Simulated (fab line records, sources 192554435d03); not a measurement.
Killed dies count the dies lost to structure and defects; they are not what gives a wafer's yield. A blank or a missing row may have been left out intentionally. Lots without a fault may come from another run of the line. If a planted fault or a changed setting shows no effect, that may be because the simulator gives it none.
fab line records -- flow n5_finfet
record: lots: 5, wafers: 15, last_day: 18
route steps=1938 shown MIM_BOT_ETCH@1869 PASS1_CAP@1873 TV_LITHO@1875
lots that met no fault: from a run of the same line without faults
start_h: hours from the record's opening day to when the first of the lot's shown wafers began -- wait_h: hours since the lot's step before -- " as in the row above -- L1.1+2: one row covering several wafers at once -- - no value present, or no start provided -- * or withheld: withheld -- < > ~ a bound
route shown NAME@n: names a module that has steps shown in the file, with the first one's number in the route -- usual: mean/standard deviation taken from wafers without a fault -- same: alike in all rows -- chamber/n: place in a boat -- sites: the reading at each site -- _std_site: standard deviation across them -- _edge_site: the outer-site mean with the inner-site mean subtracted -- radius_mm: for every site, how far away it sits from the centre of the wafer -- mask NAME#n: copy n -- behind: the most recent tool/chamber to have shaped the wafer -- hold: why the lot was held/for how many hours/how that ended -- device: names the non-switching transistor (n, p or np) -- end of line: the same wafers' tests at the end of the route -- for a step that has no rows: nothing shown but its recipe -- killed: dies that structure and defects cost at the first sort, which is not the same as the wafer's yield -- map: a wafer's dies, x killed, . not, _ none there
set.NAME: setting as actually run; set.NAME@STEP: the setting as run at that earlier step -- model.NAME: the simulator's own value behind a step, which no gauge read
lots at some steps of the route; a table a step, a row a wafer
services: when a tool's chamber went out of use (start_h, in hours from the record's first day, below 0 if earlier), for how many hours, and the reason
== steps ==
step: N5_MIM_BOT_ETCH_STRIP_01
recipe: chemistry: O2, power_w: 600, temp_c: 60, pressure_mtorr: 30, rf_frequency_hz: 6e+07, bias_power_w: 0, overash_fraction: 0.5, o2_flow_sccm: 225
usual: chamber_pressure_mTorr: 29.99/0.071, drypump_motor_current_A: 5.7/0.47, oes_product_au: 0.79/0.079, rf_vpp_V: 3.6/1.2, showerhead_plenum_p_Torr: 2.11/0.075, throttle_valve_pct: 16.68/0.24
lot.wafer,tool,chamber,start_h,wait_h,chamber_pressure_mTorr,drypump_motor_current_A,oes_product_au,rf_hours_counter_h,rf_vpp_V,showerhead_plenum_p_Torr,throttle_valve_pct
L847.1,rie_diel-06,2,261.35,0.1,29.98,5.4,0.72,205,2.0,2.16,17.09
L847.5,rie_diel-06,0,261.35,0.1,30.04,5.7,0.87,-,2.2,2.04,16.46
L847.6,rie_diel-06,3,261.35,0.1,30.15,6.4,0.74,-,3.7,2.08,16.90
L857.2,rie_diel-02,1,302.86,0.1,29.85,6.5,0.96,2,4.8,2.15,16.46
L857.4,rie_diel-02,3,302.86,0.1,30.07,5.9,0.73,176,2.9,2.00,16.56
L857.5,rie_diel-02,1,302.86,0.1,29.87,6.5,0.96,-,4.6,2.15,16.41
L862.3,rie_diel-06,2,351.31,0.3,29.96,5.4,0.68,240,5.1,2.15,17.19
L862.5,rie_diel-06,1,351.31,0.3,29.96,5.0,0.81,-,2.7,2.02,16.45
L862.6,rie_diel-06,2,351.31,0.3,30.00,5.5,0.69,-,4.3,2.15,17.14
L868.4,rie_diel-01,3,370.38,0.1,29.93,6.2,0.72,-,6.1,2.17,16.81
L868.5,rie_diel-01,2,370.38,0.1,30.04,5.0,0.90,-,2.1,2.13,16.71
L868.6,rie_diel-01,1,370.38,0.1,29.96,5.6,0.78,-,3.1,2.18,16.53
L864.1,rie_diel-02,3,414.99,0.2,30.19,5.8,0.68,217,3.4,1.99,16.64
L864.2,rie_diel-02,0,414.99,0.2,29.98,5.5,0.82,79,1.6,2.21,16.37
L864.5,rie_diel-02,2,414.99,0.2,30.09,6.1,0.71,-,2.5,2.18,16.68
step: N5_MIM_BOT_ETCH_STRIP_02
recipe: chemistry: post_etch_residue_remover, time_s: 1200, temp_c: 72.5
step: N5_MIM_BOT_ETCH_CLEAN_05
recipe: chemistry: IPA, time_s: 180, temp_c: 25
step: N5_MIM_BOT_ETCH_SRD_06
recipe: dry: ipa_marangoni, time_s: 30, temp_c: 23, rinse_liquid: diw
step: N5_PASSIVATION_PECVD_55
recipe: material: SiO2, target_thk_a: 4000, temp_c: 400, precursor: SiH4/N2O, pressure_torr: 2.7, rf_w: 608, time_s: 22.5
usual: chamber_pressure_Torr: 2.700/0.0062, heater_power_w: 675/88, showerhead_plenum_p_Torr: 8.13/0.097, throttle_valve_pct: 51.3/2.9
lot.wafer,tool,chamber,start_h,wait_h,chamber_pressure_Torr,heater_power_w,showerhead_plenum_p_Torr,throttle_valve_pct
L847.1,pecvd-02,1,261.85,0.0,2.708,506,8.30,54.3
L847.5,pecvd-02,1,261.85,0.0,2.704,550,8.31,54.8
L847.6,pecvd-02,0,261.85,0.0,2.695,698,8.01,52.4
L857.2,pecvd-04,0,303.36,0.0,2.705,600,8.11,50.5
L857.4,pecvd-04,1,303.36,0.0,2.700,756,8.12,48.5
L857.5,pecvd-04,0,303.36,0.0,2.700,607,8.08,50.4
L862.3,pecvd-02,2,351.81,0.0,2.699,588,8.01,48.5
L862.5,pecvd-02,2,351.81,0.0,2.701,606,8.02,48.3
L862.6,pecvd-02,1,351.81,0.0,2.693,628,8.32,54.7
L868.4,pecvd-04,1,370.88,0.1,2.711,776,8.14,48.3
L868.5,pecvd-04,0,370.88,0.1,2.698,596,8.09,50.4
L868.6,pecvd-04,2,370.88,0.1,2.695,781,8.11,48.9
L864.1,pecvd-04,2,415.49,0.0,2.714,827,8.11,49.3
L864.2,pecvd-04,1,415.49,0.0,2.700,745,8.10,48.5
L864.5,pecvd-04,2,415.49,0.0,2.697,883,8.09,49.2
step: N5_PASSIVATION_PECVD_01
recipe: material: SiNx, target_thk_a: 2000, temp_c: 400, precursor: SiH4/NH3/N2, pressure_torr: 4.9, rf_w: 1406, time_s: 43.2
usual: chamber_pressure_Torr: 4.899/0.011, heater_power_w: 386/93, showerhead_plenum_p_Torr: 8.65/0.068, throttle_valve_pct: 29.0/1.6
lot.wafer,tool,chamber,start_h,wait_h,chamber_pressure_Torr,heater_power_w,showerhead_plenum_p_Torr,throttle_valve_pct
L847.1,pecvd-02,1,261.89,0.0,4.898,339,8.78,30.8
L847.5,pecvd-02,1,261.89,0.0,4.894,342,8.81,31.0
L847.6,pecvd-02,0,261.89,0.0,4.895,451,8.55,29.5
L857.2,pecvd-04,0,303.40,0.0,4.905,325,8.61,28.7
L857.4,pecvd-04,1,303.40,0.0,4.879,507,8.63,27.1
L857.5,pecvd-04,0,303.40,0.0,4.905,327,8.64,28.4
L862.3,pecvd-02,2,351.84,0.0,4.902,320,8.60,27.3
L862.5,pecvd-02,2,351.84,0.0,4.904,330,8.57,27.7
L862.6,pecvd-02,1,351.84,0.0,4.872,271,8.80,30.7
L868.4,pecvd-04,1,370.92,0.0,4.916,414,8.65,27.6
L868.5,pecvd-04,0,370.92,0.0,4.907,318,8.62,28.5
L868.6,pecvd-04,2,370.92,0.0,4.886,502,8.63,27.8
L864.1,pecvd-04,2,415.54,0.0,4.892,560,8.67,28.0
L864.2,pecvd-04,1,415.54,0.0,4.889,384,8.63,27.5
L864.5,pecvd-04,2,415.54,0.0,4.889,582,8.64,27.9
step: N5_PASSIVATION_HMDS_03
recipe: time_s: 60, temp_c: 120
step: N5_PASSIVATION_COAT_04
recipe: spin_rpm: *, resist_thk_nm: *
step: N5_PASSIVATION_EBR_06
recipe: solvent: PGMEA, ebr_width_mm: 1.5
step: N5_PASSIVATION_SOFTBAKE_05
recipe: temp_c: 100, time_s: 90
step: N5_PASSIVATION_EXPOSE_07
recipe: mask_id: TV, na: 0.55, source_shape: conventional, sigma_outer: 0.8, polarization: unpolarized, defocus_nm: 0, target_cd_nm: 3000, dose_mj: 22.75
step: N5_PASSIVATION_PEB_08
recipe: peb_temp_c: withheld, peb_time_s: *
step: N5_PASSIVATION_DEVELOP_09
recipe: develop_time_s: 60, rinse_liquid: diw, dry: air_spin, dev_temp_c: 21
lot.wafer,tool,chamber,start_h,wait_h
L847.1+5+6,litho_track-01,0,262.14,-
L857.2+4+5,litho_track-01,0,303.77,-
L862.3+5+6,litho_track-04,0,354.53,-
L868.4+5+6,litho_track-05,0,372.39,-
L864.1+2+5,litho_track-05,0,418.10,-
step: N5_PASSIVATION_HARDBAKE_11
recipe: temp_c: 130, time_s: 120
step: N5_PASSIVATION_CD_MEAS_10
recipe: target_cd_nm: 3000, landing_energy_ev: 500, detector: se_inlens
usual: cd_nm: 2999.8/1.9
lot.wafer,tool,chamber,start_h,wait_h,cd_nm
L847.1,cd_sem-01,0,262.25,-,3000.7
L847.5,cd_sem-01,0,262.25,-,3002.0
L847.6,cd_sem-01,0,262.25,-,3000.7
L857.2,cd_sem-01,0,303.88,-,2993.1
L857.4,cd_sem-01,0,303.88,-,2992.6
L857.5,cd_sem-01,0,303.88,-,2994.8
L862.3,cd_sem-03,0,354.65,-,3000.3
L862.5,cd_sem-03,0,354.65,-,2999.3
L862.6,cd_sem-03,0,354.65,-,2999.9
L868.4,cd_sem-02,0,372.51,-,3002.3
L868.5,cd_sem-02,0,372.51,-,3003.6
L868.6,cd_sem-02,0,372.51,-,3000.8
L864.1,cd_sem-01,0,418.22,-,3001.5
L864.2,cd_sem-01,0,418.22,-,3001.4
L864.5,cd_sem-01,0,418.22,-,3001.7
step: N5_PASSIVATION_OVL_MEAS_60
recipe: points_per_wafer: 44
usual: TV_OVL: 1/5.5
same: points_per_wafer: 44
lot.wafer,tool,chamber,start_h,wait_h,TV_OVL[nm]
L847.1,overlay-01,0,262.28,0.0,6
L847.5,overlay-01,0,262.28,0.0,10
L847.6,overlay-01,0,262.28,0.0,-1
L857.2,overlay-02,0,303.91,0.0,1
L857.4,overlay-02,0,303.91,0.0,-2
L857.5,overlay-02,0,303.91,0.0,-6
L862.3,overlay-02,0,354.68,0.0,2
L862.5,overlay-02,0,354.68,0.0,6
L862.6,overlay-02,0,354.68,0.0,-5
L868.4,overlay-01,0,372.53,0.0,8
L868.5,overlay-01,0,372.53,0.0,4
L868.6,overlay-01,0,372.53,0.0,2
L864.1,overlay-02,0,418.25,0.0,8
L864.2,overlay-02,0,418.25,0.0,3
L864.5,overlay-02,0,418.25,0.0,8
== services ==
tool,chamber,start_h,hours,kind
pecvd-04,2,239.49,10.0,repair
rie_diel-02,-,241.53,15.6,pm
pecvd-04,2,249.51,2.1,scheduled_down
pecvd-02,1,254.31,5.5,scheduled_down
litho_track-01,-,261.24,-,consumable_replace:filter
rie_diel-06,1,266.28,23.2,repair
rie_diel-02,1,277.02,-,clean
rie_diel-02,1,277.02,-,consumable_replace:focus_ring
rie_diel-02,1,277.02,15.9,scheduled_down
rie_diel-02,1,277.02,15.9,vent_cycle
pecvd-04,-,324.79,6.0,pm
rie_diel-01,0,346.38,-,clean
rie_diel-01,0,346.38,-,consumable_replace:focus_ring
rie_diel-01,0,346.38,26.3,scheduled_down
rie_diel-06,3,353.66,29.7,repair
rie_diel-06,1,363.58,4.0,repair
pecvd-02,2,380.61,2.1,scheduled_down
rie_diel-06,2,383.59,-,clean
rie_diel-06,2,383.59,-,consumable_replace:esc
rie_diel-06,2,383.59,-,consumable_replace:focus_ring
rie_diel-06,2,383.59,24.2,scheduled_down
rie_diel-06,2,383.59,24.2,vent_cycle
pecvd-02,-,394.69,5.5,pm
pecvd-04,0,414.11,5.5,scheduled_down
== key ==
first_sign: step: N5_PASSIVATION_CD_MEAS_10, reading: cd_nm, direction: down, sigmas: 3.3, usual: 2999.8, struck: 2993.5
effect none on later readings
met_at N5_PASSIVATION_DEVELOP_09
struck_wafers L857.2,L857.4,L857.5
onset_between 262.14 303.77
fault: kind: process_parameter_drift, tool: litho_track-01, chamber: -, onset_h: 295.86, steps: N5_PASSIVATION_DEVELOP_09, channel: develop_time_s, offset: *, shape: step, end_h: 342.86, acts_in: *, stated: *
